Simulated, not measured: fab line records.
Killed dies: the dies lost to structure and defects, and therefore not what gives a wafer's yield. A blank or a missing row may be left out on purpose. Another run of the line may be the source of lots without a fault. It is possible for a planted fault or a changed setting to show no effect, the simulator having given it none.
Lot-split experiment / flow n5 finfet / route with 1938 steps; 7 lots, 21 wafers read

## THE SPLIT ITSELF
At N5_BEOL_M1_TRENCH_ETCH_37 (etches SiOC in C4F6/O2, target depth 55.207 nm, time 29 s), the setting time s was moved away from the recipe's 29 s on 6 of the 21 wafers read, by -19.0% to -7.5%. All remaining wafers had this setting at the recipe value.

## FROM THE SPLIT TO THE READING: what the file shows between them, 2 steps
- N5_BEOL_M1_ETCH_41: etches SiCN in CH3F/O2, target depth 31.9 nm, time 57.8 s
- N5_BEOL_M1_STRIP_97: strips in N2/H2, time 10 s

## THE READING
trench depth nm, in nm, at N5_BEOL_M1_OCD_MEAS_38. Typical for fault-free wafers on this fab line: 55.2 nm, with standard deviation 0.96 nm.

wafer=L074.2; tool, chamber at the split=rie diel-04, 0; time s as run, s=29; against the recipe=recipe; trench depth nm, nm=55.1; against lot-mates on the recipe=-
wafer=L074.4; tool, chamber at the split=rie diel-04, 2; time s as run, s=29; against the recipe=recipe; trench depth nm, nm=55.1; against lot-mates on the recipe=-
wafer=L074.5; tool, chamber at the split=rie diel-04, 0; time s as run, s=26.54; against the recipe=-8.5%; trench depth nm, nm=50.8; against lot-mates on the recipe=-4.3
wafer=L076.1; tool, chamber at the split=rie diel-04, 0; time s as run, s=29; against the recipe=recipe; trench depth nm, nm=54.9; against lot-mates on the recipe=-
wafer=L076.2; tool, chamber at the split=rie diel-04, 1; time s as run, s=29; against the recipe=recipe; trench depth nm, nm=56.2; against lot-mates on the recipe=-
wafer=L076.6; tool, chamber at the split=rie diel-04, 1; time s as run, s=29; against the recipe=recipe; trench depth nm, nm=56.0; against lot-mates on the recipe=-
wafer=L077.2; tool, chamber at the split=rie diel-06, 2; time s as run, s=26.83; against the recipe=-7.5%; trench depth nm, nm=48.8; against lot-mates on the recipe=-8.0
wafer=L077.4; tool, chamber at the split=rie diel-06, 0; time s as run, s=26.83; against the recipe=-7.5%; trench depth nm, nm=51.2; against lot-mates on the recipe=-5.6
wafer=L077.6; tool, chamber at the split=rie diel-06, 1; time s as run, s=29; against the recipe=recipe; trench depth nm, nm=56.8; against lot-mates on the recipe=-
wafer=L082.2; tool, chamber at the split=rie diel-04, 2; time s as run, s=29; against the recipe=recipe; trench depth nm, nm=56.5; against lot-mates on the recipe=-
wafer=L082.3; tool, chamber at the split=rie diel-04, 1; time s as run, s=23.48; against the recipe=-19.0%; trench depth nm, nm=45.0; against lot-mates on the recipe=-11.5
wafer=L082.4; tool, chamber at the split=rie diel-04, 0; time s as run, s=23.48; against the recipe=-19.0%; trench depth nm, nm=44.2; against lot-mates on the recipe=-12.3
wafer=L083.1; tool, chamber at the split=rie diel-04, 3; time s as run, s=29; against the recipe=recipe; trench depth nm, nm=55.6; against lot-mates on the recipe=-
wafer=L083.3; tool, chamber at the split=rie diel-04, 1; time s as run, s=29; against the recipe=recipe; trench depth nm, nm=55.7; against lot-mates on the recipe=-
wafer=L083.4; tool, chamber at the split=rie diel-04, 0; time s as run, s=29; against the recipe=recipe; trench depth nm, nm=55.4; against lot-mates on the recipe=-
wafer=L090.1; tool, chamber at the split=rie diel-04, 1; time s as run, s=25.44; against the recipe=-12.3%; trench depth nm, nm=49.0; against lot-mates on the recipe=-7.1
wafer=L090.2; tool, chamber at the split=rie diel-04, 3; time s as run, s=29; against the recipe=recipe; trench depth nm, nm=55.4; against lot-mates on the recipe=-
wafer=L090.6; tool, chamber at the split=rie diel-04, 1; time s as run, s=29; against the recipe=recipe; trench depth nm, nm=56.9; against lot-mates on the recipe=-
wafer=L095.1; tool, chamber at the split=rie diel-05, 0; time s as run, s=29; against the recipe=recipe; trench depth nm, nm=53.3; against lot-mates on the recipe=-
wafer=L095.4; tool, chamber at the split=rie diel-05, 1; time s as run, s=29; against the recipe=recipe; trench depth nm, nm=54.0; against lot-mates on the recipe=-
wafer=L095.6; tool, chamber at the split=rie diel-05, 3; time s as run, s=29; against the recipe=recipe; trench depth nm, nm=55.7; against lot-mates on the recipe=-

THE FIT
A straight line over all 21 wafers: trench depth nm changes by +0.578 nm for each +1% of time s; r = +0.97; the points scatter about the line by 1 nm.
The same after taking each lot's own level away (the mean of its wafers on the recipe; 21 wafers): +0.634 nm for each +1%; r = +0.97; scatter 0.98 nm.
On that fit, the largest move of time s shifts the reading by 12 nm.
From 54.33 to 56.80 nm: that is the span of the lots' own levels, equal to 2.6 times the standard deviation above.
The two slopes agree, so the slope changes little with the lot-to-lot level.
Check: -12.5 nm against its lot-mates is what the line predicts for one of the wafers moved furthest among these (-19.0%) when that wafer is left out of the fit. Against them it came out at -11.5 nm.

## THESE WAFERS: OTHER SPLITS
Note: prior to the reading, these wafers also went through further splits. Each is held against what the fit with the lots' levels taken away leaves over:
other split on the same wafers=N5_MOL_CONTACT_COAG_PECVD_31 temp c; wafers away from the commonest value=5; r with trench depth nm (lot level and that fit taken away)=-0.04
other split on the same wafers=N5_MOL_CONTACT_COAG_ETCH_124 source w; wafers away from the commonest value=7; r with trench depth nm (lot level and that fit taken away)=+0.16
other split on the same wafers=N5_MOL_CONTACT_COAG_CVD_140 target thk a; wafers away from the commonest value=8; r with trench depth nm (lot level and that fit taken away)=-0.25
other split on the same wafers=N5_BEOL_M0_SAQP_EXPOSE_37 dose mj; wafers away from the commonest value=6; r with trench depth nm (lot level and that fit taken away)=+0.09
other split on the same wafers=N5_BEOL_M0_SAQP_ETCH_88 source w; wafers away from the commonest value=7; r with trench depth nm (lot level and that fit taken away)=+0.05
other split on the same wafers=N5_BEOL_M0_ETCH_138 source w; wafers away from the commonest value=6; r with trench depth nm (lot level and that fit taken away)=+0.06

## THE WHOLE CHAIN: every reading that the file lists as answering this split, in the file's order
step=N5_BEOL_M1_TRENCH_ETCH_37; what it does=etches SiOC in C4F6/O2, target depth 55.207 nm, time 29 s; reading=etch.depth nm (the simulator's own value, which no gauge read); change (the file's fit)=+0.626 nm for each +1% of the setting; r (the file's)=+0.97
step=N5_BEOL_M1_TRENCH_ETCH_37; what it does=etches SiOC in C4F6/O2, target depth 55.207 nm, time 29 s; reading=BEOL_M1.feature depth nm (the simulator's own value, which no gauge read); change (the file's fit)=+0.624 nm for each +1% of the setting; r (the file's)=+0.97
step=N5_BEOL_M1_OCD_MEAS_38; what it does=; reading=trench depth nm; change (the file's fit)=+0.63 nm for each +1% of the setting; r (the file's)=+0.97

## FILE'S OWN FIT
trench depth nm changes by +0.63 nm for each +1% of time s, r = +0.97.
